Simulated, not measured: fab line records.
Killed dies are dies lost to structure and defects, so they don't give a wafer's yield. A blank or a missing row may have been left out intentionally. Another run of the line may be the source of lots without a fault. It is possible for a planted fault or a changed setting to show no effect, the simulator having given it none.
Struck lot and sound lot, side by side    flow nand harc    38 steps out of a route of 1302
Sound: the wafers L928.2, L928.4, L928.5. Wafers struck: L936.3, L936.4, L936.6. The cause comes at the end.
At each step with rows: each side's tool, then ch and its chambers, then its first start. Under that, the readings that differ: sound wafers    struck wafers    difference of the means    sigmas: that difference in standard deviations of wafers without a fault.
alike: readings whose means differ by less than 2 such deviations, and words and numbers that are the same on both sides. not compared: withheld readings, readings that some wafer has no value for, bounds like >300 that may hide the same value, and numbers for which the record gives no deviation and whose values overlap.
Wherever a step has rows on one side only, a row that says differs or no value, or a row with sigmas, the two part there. Numbers that don't overlap but have no deviation are shown without sigmas and don't part them. A reading that every wafer of one side lacks parts them only if that side has two wafers or more.

first, 2 steps without rows for these wafers: NHARC_P_STI_SRD_39; NHARC_P_STI_OXIDE_40 (material SiO2, target thk 10 nm, ox time 1362 s).
NHARC_P_STI_INSPECT_25:
  struck on defect inspect-01, day 8 07:02; sound on defect inspect-02, day 5 05:00
  alike: raw defect count
then, 9 steps without rows for these wafers: NHARC_P_GATE_ETCH_69 (etches SiO2 in dHF, target depth 14 nm); NHARC_P_GATE_PRECLEAN_70 (cleans in SC1); NHARC_P_GATE_SRD_01; NHARC_P_GATE_OXIDE_02 (material SiO2, target thk 37.5 nm, ox time 365 s); NHARC_P_GATE_DEHYDRATE_03 (time 120 s); NHARC_P_GATE_HMDS_04 (time 30 s); NHARC_P_GATE_COAT_05; NHARC_P_GATE_SOFTBAKE_06 (time 95 s); NHARC_P_GATE_EBR_07.
NHARC_P_GATE_EXPOSE_08: exposes mask P HV.
  struck on krf scanner-02, day 8 17:28; sound on krf scanner-02 ch 0, day 5 13:08
  no value came back on the struck wafers for exposure dose mJ cm2, focus offset nm (nm); on the sound wafers exposure dose mJ cm2 reads 16.747 16.763 16.769
  alike: mask
then, 2 steps without rows for these wafers: NHARC_P_GATE_PEB_09 (peb time 85 s); NHARC_P_GATE_DEVELOP_10 (time 70 s).
NHARC_P_GATE_CD_MEAS_11: target cd 1640 nm.
  sound on cd sem-03 ch 0, day 5 13:17; struck on cd sem-01 ch 0, day 8 17:37
reading     sound                 struck  difference                     sigmas
cd nm (nm)  1639.9 1638.5 1638.2  - - -   no value on the struck wafers  
then, 1 step without rows for these wafers: NHARC_P_GATE_HARDBAKE_12 (time 80 s).
NHARC_P_GATE_DESCUM_13: chemistry O2, time 3 s.
  sound on rie diel-12 ch 0,2, day 5 13:27; struck on rie diel-06 ch 0,1,3, day 8 17:46
  alike: drypump motor current A, oes product au, rf vpp V, showerhead plenum p Torr, throttle valve pct
  not compared: rf hours counter h
then, 6 steps without rows for these wafers: NHARC_P_GATE_ETCH_14 (etches SiO2 in dHF, target depth 48.8 nm); NHARC_P_GATE_STRIP_15 (strips in SPM, time 780 s); NHARC_P_GATE_PRECLEAN_71 (cleans in SC1); NHARC_P_GATE_SRD_72; NHARC_P_GATE_OXIDE_16 (material SiO2, target thk 3 nm, ox time 392 s); NHARC_P_GATE_CVD_17 (deposits poly-Si, target thk 150 nm, time 900 s).
NHARC_P_GATE_HM_DEP_102: deposits aC, target thk 120 nm.
  sound on acl dep-01 ch 0, day 6 06:35; struck on acl dep-01 ch 0, day 9 07:26
  alike: throttle valve pct
NHARC_P_GATE_DEP_103: deposits SiON, target thk 30 nm.
  sound on pecvd-03 ch 0,1,2, day 6 07:10; struck on pecvd-03 ch 0,1, day 9 07:58
  alike: heater power outer w, heater power w
then, 8 steps without rows for these wafers: NHARC_P_GATE_DEHYDRATE_18 (time 120 s); NHARC_P_GATE_HMDS_19 (time 30 s); NHARC_P_GATE_COAT_20 (resist thk 90 nm); NHARC_P_GATE_SOFTBAKE_21 (time 55 s); NHARC_P_GATE_EBR_22; NHARC_P_GATE_EXPOSE_23 (exposes mask P GATE, target cd 120 nm); NHARC_P_GATE_PEB_24 (peb time 65 s); NHARC_P_GATE_DEVELOP_25 (develop time 35 s).
NHARC_P_GATE_CD_MEAS_26: target cd 120 nm.
  sound on cd sem-01 ch 0, day 6 07:43; struck on cd sem-02 ch 0, day 9 08:39
  alike: cd nm
NHARC_P_GATE_OVL_MEAS_27:
  struck on overlay-02, day 9 08:44; sound on overlay-02, day 6 07:48
reading            sound        struck          difference  sigmas
overlay x nm (nm)  1.5 2.2 1.7  -0.7 -0.4 -0.7  -2.4        -3
  alike: overlay y nm
NHARC_P_GATE_INSPECT_28:
  struck on defect inspect-01, day 9 08:56; sound on defect inspect-01, day 6 07:50
reading           sound  struck          difference  sigmas
raw defect count  7 5 7  1097 1116 1130  +1108       +99 or more
  not compared: hold
NHARC_END_SORT_01:
  the record has rows for the sound wafers here (prober-01 ch 0, day 25 16:59) and none for the struck ones

WHERE THEY PART
At NHARC_P_GATE_EXPOSE_08 first; at NHARC_END_SORT_01 last (within this record only).

WHY: whatever the simulator had introduced
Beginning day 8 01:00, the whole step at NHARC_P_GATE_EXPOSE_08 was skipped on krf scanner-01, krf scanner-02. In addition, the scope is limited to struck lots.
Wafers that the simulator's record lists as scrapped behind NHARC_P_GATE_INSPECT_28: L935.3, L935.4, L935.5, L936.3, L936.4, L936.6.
